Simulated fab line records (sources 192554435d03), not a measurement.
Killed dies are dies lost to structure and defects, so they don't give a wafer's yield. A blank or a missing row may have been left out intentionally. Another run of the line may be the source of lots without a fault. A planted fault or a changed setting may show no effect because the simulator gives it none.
fab line records | flow n5Finfet | part 1 of 2: steps 1 to 24 of 32
record lots=5 wafers=15 lastDay=17
route steps=1938 shown BEOL_M8@1395 BEOL_M9@1401
lots that met no fault: from a run of the same line without faults
startH: the number of hours between the record's first day and the start of the first shown wafer of the lot | waitH: hours elapsed since this lot's preceding step | " same as the row above | L1.1+2: a single row standing in for several wafers | - no value present, or no start provided | * or withheld: withheld | < > ~ a bound
route shown NAME@n: a module of which the file shows steps, and the number in the route of the first | usual: mean/standard deviation of fault-free wafers | same: alike in all rows | chamber/n: place in a boat | sites: per-site readings | _std_site: the values' standard deviation | _edge_site: outer sites' mean less inner sites' | radiusMm: for every site, how far away it sits from the centre of the wafer | mask NAME#n: copy n | behind: tool/chamber where the wafer was last shaped | hold: why the lot was held/for how many hours/how that ended | device: transistor that didn't switch, given as n, p or np | end of line: tests of these same wafers at the route's end | a step given without rows: its recipe and nothing more | killed: at the first sort, the dies lost to defects and structure; wafer yield is something else | map: dies across one wafer; x = killed, . = not, _ = none there
set.NAME: setting as actually run; set.NAME@STEP: the setting as run at that earlier step | model.NAME: the simulator's own value behind a step, which no gauge read
a table for each step, a row for each wafer; lots at some steps of the route
services: when a tool's chamber went out of use (startH, in hours from the record's first day, below 0 if earlier), for how many hours, and the reason
## steps
# step N5_BEOL_M8_CMP_52
# recipe stopOn=SiCOH_lowk tOverpolishS=6.9 downForcePsi=1 platenRpm=50 clearingPlatenDownForcePsi=1.5 clearingPlatenRpm=50 postCmpClean=cuAlkaline targetThkNm=80 clearingPlatenPadVelocityMS=0.99484 padVelocityMS=0.99484
# usual barrierFieldEndpointS=28.9/0.77 clearingPlatenRpm=49.997/0.028 motorCurrentA=6.1/0.65 overpolishRunS=6.900/0.0091 timeToEndpointS=62/3.5
# columns lot.wafer tool chamber startH waitH barrierFieldEndpointS clearingPlatenRpm motorCurrentA overpolishRunS timeToEndpointS
L076.2 cmp-03 2 212.02 0.2 27.8 50.002 6.2 6.910 56
L076.3 " 0 " " 29.8 50.028 6.2 6.901 66
L076.5 " 2 " " 28.5 50.030 6.4 6.894 58
L083.4 cmp-03 0 260.12 0.2 30.2 49.971 6.4 6.911 69
L083.5 " 2 " " 28.6 49.989 6.3 6.902 60
L083.6 " 3 " " 28.6 49.956 5.8 6.899 58
L088.3 cmp-01 3 287.58 0.3 29.0 50.014 7.0 6.905 63
L088.6 " 0 " " 29.7 50.006 5.7 6.907 61
L088.5 " 1 " " 29.1 49.991 5.2 6.898 64
L090.1 cmp-04 2 302.77 0.4 28.8 50.006 5.7 6.893 61
L090.5 " 3 " " 29.7 50.011 7.0 6.901 66
L090.6 " 0 " " 29.6 49.983 5.1 6.901 64
L095.2 cmp-04 0 333.00 0.3 30.4 50.028 5.5 6.907 68
L095.3 " 1 " " 29.8 50.003 6.4 6.892 63
L095.6 " 3 " " 30.2 49.956 7.6 6.911 65
# step N5_BEOL_M8_THK_MEAS_53
# recipe thkMeasGauge=xrf reads=Cu_of_BEOL_M8_ECD_50
# usual M8_THK=80.7/2.2
# columns lot.wafer tool chamber startH waitH M8_THK[nm]
L076.2 filmMetro-01 - 212.31 - 79.7
L076.3 " - " " 82.3
L076.5 " - " " 80.5
L083.4 filmMetro-01 - 260.34 - 82.7
L083.5 " - " " 81.6
L083.6 " - " " 78.3
L088.3 filmMetro-02 - 287.76 - 81.3
L088.5 " - " " 78.7
L088.6 " - " " 80.9
L090.1 filmMetro-02 - 302.96 - 82.6
L090.5 " - " " 84.8
L090.6 " - " " 82.5
L095.2 filmMetro-02 - 333.26 - 83.9
L095.3 " - " " 79.5
L095.6 " - " " 80.7
# step N5_BEOL_M8_PRE_CLEAN_55
# recipe gas=NH3 timeS=15 tempC=withheld rfPowerW=300
# columns lot.wafer tool chamber startH waitH
L076.2+3+5 pecvd-01 1,0,2 212.35 0.0
L083.4+5+6 pecvd-04 1,2,0 260.39 0.0
L088.3+5+6 pecvd-04 0,2,0 287.80 0.0
L090.1+5+6 pecvd-04 2,0,2 302.99 0.0
L095.2+3+6 pecvd-04 1,2,1 333.30 0.0
# step N5_BEOL_M8_DEP_56
# recipe material=SiCN targetThkA=100 tempC=withheld precursor=3MS/NH3 pressureTorr=3 rfW=202 timeS=17.5
# usual showerheadPlenumPTorr=3.666/0.011 throttleValvePct=9.2/0.62
# columns lot.wafer tool chamber startH waitH showerheadPlenumPTorr throttleValvePct
L076.2 pecvd-01 1 212.37 0.0 3.668 10.3
L076.3 " 0 " " 3.655 9.7
L076.5 " 2 " " 3.681 8.9
L083.4 pecvd-04 1 260.42 0.0 3.655 9.3
L083.5 " 2 " " 3.661 7.9
L083.6 " 0 " " 3.653 8.9
L088.3 pecvd-04 0 287.82 0.0 3.651 9.2
L088.5 " 2 " " 3.667 8.2
L088.6 " 0 " " 3.661 9.1
L090.1 pecvd-04 2 303.02 0.0 3.661 8.3
L090.5 " 0 " " 3.664 9.3
L090.6 " 2 " " 3.663 8.0
L095.2 pecvd-04 1 333.32 0.0 3.664 9.3
L095.3 " 2 " " 3.663 8.2
L095.6 " 1 " " 3.655 9.0
# step N5_BEOL_M8_RS_MEAS_57
# recipe thkMeasGauge=four-point-probe reads=Cu_of_BEOL_M8_ECD_50+Co_of_BEOL_M8_CVD_78+TaN_of_BEOL_M8_ALD_77
# usual M8_RS=0.287/0.0087
# columns lot.wafer tool chamber startH waitH M8_RS[ohm/sq]
L076.2 filmMetro-02 - 212.44 0.1 0.293
L076.3 " - " " 0.280
L076.5 " - " " 0.291
L083.4 filmMetro-02 - 260.47 0.0 0.281
L083.5 " - " " 0.285
L083.6 " - " " 0.299
L088.3 filmMetro-02 - 287.89 0.1 0.283
L088.5 " - " " 0.294
L088.6 " - " " 0.285
L090.1 filmMetro-01 - 303.09 0.1 0.280
L090.5 " - " " 0.271
L090.6 " - " " 0.282
L095.2 filmMetro-01 - 333.39 0.1 0.277
L095.3 " - " " 0.295
L095.6 " - " " 0.290
# step N5_BEOL_M8_INSPECT_58
# recipe inspectInstrument=darkfield mode=postDep
# usual rawDefectCount=71/23
# columns lot.wafer tool chamber startH waitH rawDefectCount
L076.2 defectInspect-02 - 212.47 0.0 37
L076.3 " - " " 75
L076.5 " - " " 53
L083.4 defectInspect-01 - 260.50 0.0 53
L083.5 " - " " 52
L083.6 " - " " 66
L088.3 defectInspect-01 - 287.92 0.0 56
L088.5 " - " " 60
L088.6 " - " " 58
L090.1 defectInspect-01 - 303.11 0.0 71
L090.5 " - " " 55
L090.6 " - " " 59
L095.2 defectInspect-02 - 333.42 0.0 65
L095.3 " - " " 94
L095.6 " - " " 84
# step N5_BEOL_M9_ILD_DEP_00
# recipe material=SiCOH_lowk targetThkA=3085.1 tempC=300 precursor=DEMS/porogen pressureTorr=5 rfW=500 timeS=58
# usual heaterPowerOuterW=128/23 heaterPowerW=285/43 showerheadPlenumPTorr=5.740/0.014 throttleValvePct=13.7/0.69
# columns lot.wafer tool chamber startH waitH heaterPowerOuterW heaterPowerW showerheadPlenumPTorr throttleValvePct
L076.2 pecvd-03 0 212.50 0.0 134 292 5.740 14.2
L076.3 " 1 " " 146 281 5.745 13.7
L076.5 " 2 " " 112 288 5.745 13.4
L083.4 pecvd-03 2 260.56 0.1 109 277 5.739 13.5
L083.5 " 1 " " 155 293 5.750 13.7
L083.6 " 0 " " 89 234 5.738 14.3
L088.3 pecvd-02 1 287.96 0.0 98 238 5.753 13.6
L088.5 " 1 " " 105 251 5.767 13.6
L088.6 " 0 " " 157 380 5.721 14.5
L090.1 pecvd-03 1 303.15 0.0 179 335 5.763 13.7
L090.5 " 1 " " 129 259 5.755 13.6
L090.6 " 0 " " 109 255 5.740 14.0
L095.2 pecvd-03 0 333.45 0.0 133 295 5.739 14.1
L095.3 " 1 " " 152 283 5.770 13.7
L095.6 " 1 " " 154 300 5.748 13.9
# step N5_BEOL_M9_CURE_71
# recipe tempC=385 timeS=240 ambient=He/Ar material=SiCOH_lowk
# usual lampPowerPct=52.31/0.056 wafer_temp_C_max=386.8/0.72
# columns lot.wafer tool chamber startH waitH lampPowerPct wafer_temp_C_max
L076.2 uvCure-02 1 212.66 0.1 52.29 386.7
L076.3 " 1 " " 52.37 386.7
L076.5 " 1 " " 52.37 386.6
L083.4 uvCure-01 2 260.85 0.3 52.28 386.9
L083.5 " 2 " " 52.36 387.1
L083.6 " 2 " " 52.34 387.7
L088.3 uvCure-03 0 288.35 0.4 52.32 386.9
L088.5 " 0 " " 52.33 386.9
L088.6 " 0 " " 52.34 387.1
L090.1 uvCure-03 0 303.26 0.1 52.30 386.9
L090.5 " 0 " " 52.30 387.5
L090.6 " 0 " " 52.38 387.8
L095.2 uvCure-02 2 333.69 0.2 52.24 386.3
L095.3 " 2 " " 52.32 386.5
L095.6 " 2 " " 52.25 386.5
# step N5_BEOL_M9_THK_MEAS_01
# recipe reads=SiCOH_lowk_of_BEOL_M9_ILD_DEP_00
# usual M9_ILD_THK=268/3.9
# columns lot.wafer tool chamber startH waitH M9_ILD_THK[nm]
L076.2 filmMetro-02 - 213.10 0.4 266
L076.3 " - " " 266
L076.5 " - " " 267
L083.4 filmMetro-01 - 261.13 0.2 269
L083.5 " - " " 268
L083.6 " - " " 266
L088.3 filmMetro-02 - 289.03 0.5 272
L088.5 " - " " 275
L088.6 " - " " 268
L090.1 filmMetro-02 - 304.26 0.8 266
L090.5 " - " " 267
L090.6 " - " " 268
L095.2 filmMetro-01 - 334.52 0.7 266
L095.3 " - " " 264
L095.6 " - " " 266
# step N5_BEOL_M9_PECVD_70
# recipe material=SiO2 targetThkA=200 tempC=400 precursor=TEOS/O2 pressureTorr=5.5 rfW=450 teosFlowSccm=53.8 gas=O2 flowSccm=3000 timeS=22.7
# usual heaterPowerOuterW=393/44 heaterPowerW=662/65 showerheadPlenumPTorr=8.78/0.05 throttleValvePct=22.2/1.1
# columns lot.wafer tool chamber startH waitH heaterPowerOuterW heaterPowerW showerheadPlenumPTorr throttleValvePct
L076.2 pecvd-03 1 213.13 0.0 489 726 8.86 22.6
L076.3 " 2 " " 328 629 8.82 21.7
L076.5 " 0 " " 413 673 8.73 23.0
L083.4 pecvd-04 0 261.18 0.1 420 651 8.77 22.8
L083.5 " 1 " " 408 695 8.74 22.8
L083.6 " 2 " " 400 659 8.74 19.8
L088.3 pecvd-03 2 289.07 0.0 369 673 8.82 21.8
L088.5 " 0 " " 399 677 8.73 23.1
L088.6 " 2 " " 360 690 8.81 21.9
L090.1 pecvd-03 0 304.29 0.0 403 675 8.74 22.9
L090.5 " 0 " " 419 702 8.75 23.0
L090.6 " 1 " " 430 671 8.86 22.0
L095.2 pecvd-02 0 334.56 0.0 456 859 8.75 23.7
L095.3 " 1 " " 322 552 8.89 21.6
L095.6 " 0 " " 452 823 8.76 23.6
# step N5_BEOL_M9_HM_DEP_02
# recipe material=TiN targetThkA=200 tempC=25 chamberPressurePa=0.49996
# usual throttleValvePct=30.4/0.85
# columns lot.wafer tool chamber startH waitH throttleValvePct
L076.2 pvdSputter-03 - 213.20 0.0 31.5
L076.3 " - " " 29.6
L076.5 " - " " 29.5
L083.4 pvdSputter-01 - 263.01 1.8 32.0
L083.5 " - " " 30.0
L083.6 " - " " 31.8
L088.3 pvdSputter-03 - 289.48 0.4 29.8
L088.5 " - " " 29.8
L088.6 " - " " 31.1
L090.1 pvdSputter-03 - 305.12 0.8 29.8
L090.5 " - " " 29.7
L090.6 " - " " 29.7
L095.2 pvdSputter-02 - 338.10 3.5 31.7
L095.3 " - " " 30.5
L095.6 " - " " 31.5
# step N5_BEOL_M9_COAT_59
# recipe resist=SOC tempC=250 timeS=60 spinRpm=1500 resistThkNm=100
# columns lot.wafer tool chamber startH waitH
L076.2+3+5 lithoTrack-03 0 213.33 0.1
L083.4+5+6 lithoTrack-03 0 263.14 0.1
L088.3+5+6 lithoTrack-03 0 289.61 0.1
L090.1+5+6 lithoTrack-05 0 305.25 0.1
L095.2+3+6 lithoTrack-05 0 338.22 0.1
# step N5_BEOL_M9_COAT_60
# recipe resist=SiARC tempC=220 timeS=60 spinRpm=1500 resistThkNm=30
# columns lot.wafer tool chamber startH waitH
L076.2+3+5 lithoTrack-03 0 - -
L083.4+5+6 lithoTrack-03 0 - -
L088.3+5+6 lithoTrack-03 0 - -
L090.1+5+6 lithoTrack-05 0 - -
L095.2+3+6 lithoTrack-05 0 - -
# step N5_BEOL_M9_COAT_05
# recipe resist=CAR-ArF spinRpm=1500 resistThkNm=90
# columns lot.wafer tool chamber startH waitH
L076.2+3+5 lithoTrack-03 0 - -
L083.4+5+6 lithoTrack-03 0 - -
L088.3+5+6 lithoTrack-03 0 - -
L090.1+5+6 lithoTrack-05 0 - -
L095.2+3+6 lithoTrack-05 0 - -
# step N5_BEOL_M9_EBR_07
# recipe solvent=PGMEA ebrWidthMm=1.5
# columns lot.wafer tool chamber startH waitH
L076.2+3+5 lithoTrack-03 0 - -
L083.4+5+6 lithoTrack-03 0 - -
L088.3+5+6 lithoTrack-03 0 - -
L090.1+5+6 lithoTrack-05 0 - -
L095.2+3+6 lithoTrack-05 0 - -
# step N5_BEOL_M9_SOFTBAKE_06
# recipe tempC=110 timeS=60 resist=CAR-ArF
# columns lot.wafer tool chamber startH waitH
L076.2+3+5 lithoTrack-03 0 - -
L083.4+5+6 lithoTrack-03 0 - -
L088.3+5+6 lithoTrack-03 0 - -
L090.1+5+6 lithoTrack-05 0 - -
L095.2+3+6 lithoTrack-05 0 - -
# step N5_BEOL_M9_EXPOSE_08
# recipe maskId=M9 na=1.35 sourceShape=dipole sigmaInner=0.411 sigmaOuter=0.611 polarization=te doseMj=53.75
# usual reticleTempC=23.03/0.11
# columns lot.wafer tool chamber startH waitH mask reticleTempC
L076.2 arfiScanner-02 0 213.45 - M9#0 22.89
L076.3 " 0 " " M9#0 22.89
L076.5 " 0 " " M9#0 22.91
L083.4 arfiScanner-01 0 263.28 - M9#0 22.86
L083.5 " 0 " " M9#0 23.03
L083.6 " 0 " " M9#0 23.10
L088.3 arfiScanner-03 0 289.74 - M9#0 23.15
L088.5 " 0 " " M9#0 22.94
L088.6 " 0 " " M9#0 23.11
L090.1 arfiScanner-02 0 305.49 - M9#0 23.18
L090.5 " 0 " " M9#0 23.20
L090.6 " 0 " " M9#0 23.04
L095.2 arfiScanner-01 0 338.35 - M9#0 23.21
L095.3 " 0 " " M9#0 23.21
L095.6 " 0 " " M9#0 23.00
# step N5_BEOL_M9_PEB_09
# recipe pebTempC=withheld pebTimeS=60 resist=CAR-ArF
# columns lot.wafer tool chamber startH waitH
L076.2+3+5 lithoTrack-03 0 213.50 0.0
L083.4+5+6 lithoTrack-05 0 263.32 0.0
L088.3+5+6 lithoTrack-01 0 289.79 0.0
L090.1+5+6 lithoTrack-03 0 305.55 0.1
L095.2+3+6 lithoTrack-01 0 338.40 0.0
# step N5_BEOL_M9_DEVELOP_10
# recipe developTimeS=30 developer=TMAH resist=CAR-ArF rinseLiquid=diw dry=airSpin devTempC=23
# columns lot.wafer tool chamber startH waitH
L076.2+3+5 lithoTrack-03 0 - -
L083.4+5+6 lithoTrack-05 0 - -
L088.3+5+6 lithoTrack-01 0 - -
L090.1+5+6 lithoTrack-03 0 - -
L095.2+3+6 lithoTrack-01 0 - -
# step N5_BEOL_M9_CD_MEAS_11
# recipe targetCdNm=64.1 landingEnergyEv=500 detector=seInlens polarity=opening
# usual cdNm=64.0/0.59
# columns lot.wafer tool chamber startH waitH cdNm
L076.2 cdSem-03 0 213.57 - 63.6
L076.3 " 0 " " 64.9
L076.5 " 0 " " 63.9
L083.4 cdSem-03 0 263.39 - 64.0
L083.5 " 0 " " 64.5
L083.6 " 0 " " 64.0
L088.3 cdSem-03 0 289.85 - 63.2
L088.5 " 0 " " 63.9
L088.6 " 0 " " 63.6
L090.1 cdSem-02 0 305.62 - 63.5
L090.5 " 0 " " 64.9
L090.6 " 0 " " 64.2
L095.2 cdSem-02 0 338.47 - 63.8
L095.3 " 0 " " 63.7
L095.6 " 0 " " 63.6
# step N5_BEOL_M9_OVL_MEAS_12
# recipe pointsPerWafer=44
# usual M9_OVL=0.0/0.81
# columns lot.wafer tool chamber startH waitH M9_OVL[nm]
L076.2 overlay-02 0 213.60 0.0 -1.1
L076.3 " 0 " " -1.4
L076.5 " 0 " " -0.6
L083.4 overlay-02 0 263.42 0.0 0.2
L083.5 " 0 " " 1.2
L083.6 " 0 " " 1.8
L088.3 overlay-01 0 289.88 0.0 0.2
L088.5 " 0 " " 1.6
L088.6 " 0 " " 0.2
L090.1 overlay-01 0 305.65 0.0 -0.8
L090.5 " 0 " " -1.0
L090.6 " 0 " " 0.4
L095.2 overlay-02 0 338.50 0.0 -0.8
L095.3 " 0 " " -0.9
L095.6 " 0 " " -1.1
# step N5_BEOL_M9_INSPECT_13
# recipe mode=adi inspectInstrument=brightfield
# usual rawDefectCount=417/95
# columns lot.wafer tool chamber startH waitH rawDefectCount
L076.2 defectInspect-02 - 213.62 0.0 348
L076.3 " - " " 833
L076.5 " - " " 617
L083.4 defectInspect-01 - 263.44 0.0 463
L083.5 " - " " 418
L083.6 " - " " 552
L088.3 defectInspect-01 - 289.91 0.0 361
L088.5 " - " " 437
L088.6 " - " " 485
L090.1 defectInspect-01 - 305.67 0.0 266
L090.5 " - " " 275
L090.6 " - " " 339
L095.2 defectInspect-02 - 338.52 0.0 357
L095.3 " - " " 533
L095.6 " - " " 564
# step N5_BEOL_M9_DESCUM_16
# recipe chemistry=O2 timeS=7.9 sourcePowerW=50 biasPowerW=20 pressureMtorr=20 rfFrequencyHz=2.712e+07 tempC=40 resist=CAR-ArF o2FlowSccm=225
# usual drypumpMotorCurrentA=5.9/0.39 oesProductAu=0.76/0.079 rfVppV=242.8/1.2 showerheadPlenumPTorr=2.08/0.061 throttleValvePct=20.50/0.26
# columns lot.wafer tool chamber startH waitH drypumpMotorCurrentA oesProductAu rfHoursCounterH rfVppV showerheadPlenumPTorr throttleValvePct
L076.2 rieDiel-04 0 213.66 0.0 5.2 0.71 204 241.8 1.98 20.43
L076.3 " 2 " " 6.2 0.73 170 243.3 2.09 20.66
L076.5 " 0 " " 5.2 0.71 - 242.1 1.98 20.45
L083.4 rieDiel-05 0 263.96 0.5 6.1 0.79 91 245.3 2.11 20.58
L083.5 " 3 " " 6.1 0.76 - 242.0 2.03 20.51
L083.6 " 2 " " 5.3 0.69 - 244.0 2.16 20.33
L088.3 rieDiel-05 0 289.94 0.0 6.1 0.79 103 242.1 2.11 20.59
L088.5 " 0 " " 6.1 0.79 - 244.3 2.11 20.62
L088.6 " 2 " " 5.3 0.68 - 242.5 2.16 20.36
L090.1 rieDiel-04 3 305.71 0.0 5.3 0.93 22 243.1 2.07 19.93
L090.5 " 3 " " 5.3 0.92 - 242.4 2.07 19.93
L090.6 " 2 " " 6.2 0.72 - 243.1 2.08 20.70
L095.2 rieDiel-02 2 338.56 0.0 6.2 0.69 223 244.5 2.16 20.68
L095.3 " 0 " " 5.8 0.71 254 243.9 2.06 20.70
L095.6 " 1 " " 6.0 0.73 - 242.9 2.01 20.88
# step N5_BEOL_M9_ETCH_61
# recipe chemistry=CF4 target=SiARC targetDepthA=390 maskMaterial=CAR-ArF timeS=65 ionEnergyEv=80 pressureMtorr=40 sourceW=545 biasW=36 Ar_flow_sccm=100 cf4FlowSccm=100 ends=cleared
# usual cf4FlowSccm=100.0/0.31 drypumpMotorCurrentA=5.9/0.39 etchRfOnTimeS=65.1/1.2 oesProductAu=0.65/0.07 rfVppV=183.9/1.1 showerheadPlenumPTorr=2.13/0.057 throttleValvePct=15.70/0.26
# columns lot.wafer tool chamber startH waitH cf4FlowSccm drypumpMotorCurrentA etchRfOnTimeS oesProductAu rfHoursCounterH rfVppV showerheadPlenumPTorr throttleValvePct
L076.2 rieDiel-04 0 213.69 0.0 100.2 5.2 65.3 0.60 204 184.0 2.05 15.82
L076.3 " 2 " " 100.2 6.2 64.2 0.62 170 184.1 2.13 15.88
L076.5 " 0 " " 100.2 5.2 65.3 0.61 - 180.9 2.05 15.79
L083.4 rieDiel-05 0 264.00 0.0 100.1 6.1 63.4 0.69 91 183.6 2.17 15.80
L083.5 " 3 " " 100.2 6.1 64.4 0.65 - 181.9 2.08 15.70
L083.6 " 2 " " 100.7 5.3 65.6 0.60 - 185.3 2.20 15.57
L088.3 rieDiel-05 0 289.97 0.0 100.0 6.1 63.8 0.68 103 184.0 2.16 15.83
L088.5 " 0 " " 100.0 6.1 63.8 0.68 - 183.2 2.16 15.83
L088.6 " 2 " " 99.7 5.3 66.5 0.59 - 183.8 2.20 15.60
L090.1 rieDiel-04 3 305.74 0.0 99.9 5.2 62.4 0.80 22 182.4 2.10 15.03
L090.5 " 3 " " 100.0 5.2 62.9 0.80 - 182.3 2.10 14.99
L090.6 " 2 " " 99.9 6.2 64.6 0.61 - 184.2 2.13 15.91
L095.2 rieDiel-02 2 338.59 0.0 99.9 6.2 66.0 0.58 223 183.9 2.20 15.86
L095.3 " 0 " " 100.0 5.8 67.1 0.59 254 182.9 2.10 15.91
L095.6 " 1 " " 99.5 6.0 65.4 0.62 - 183.6 2.05 15.99
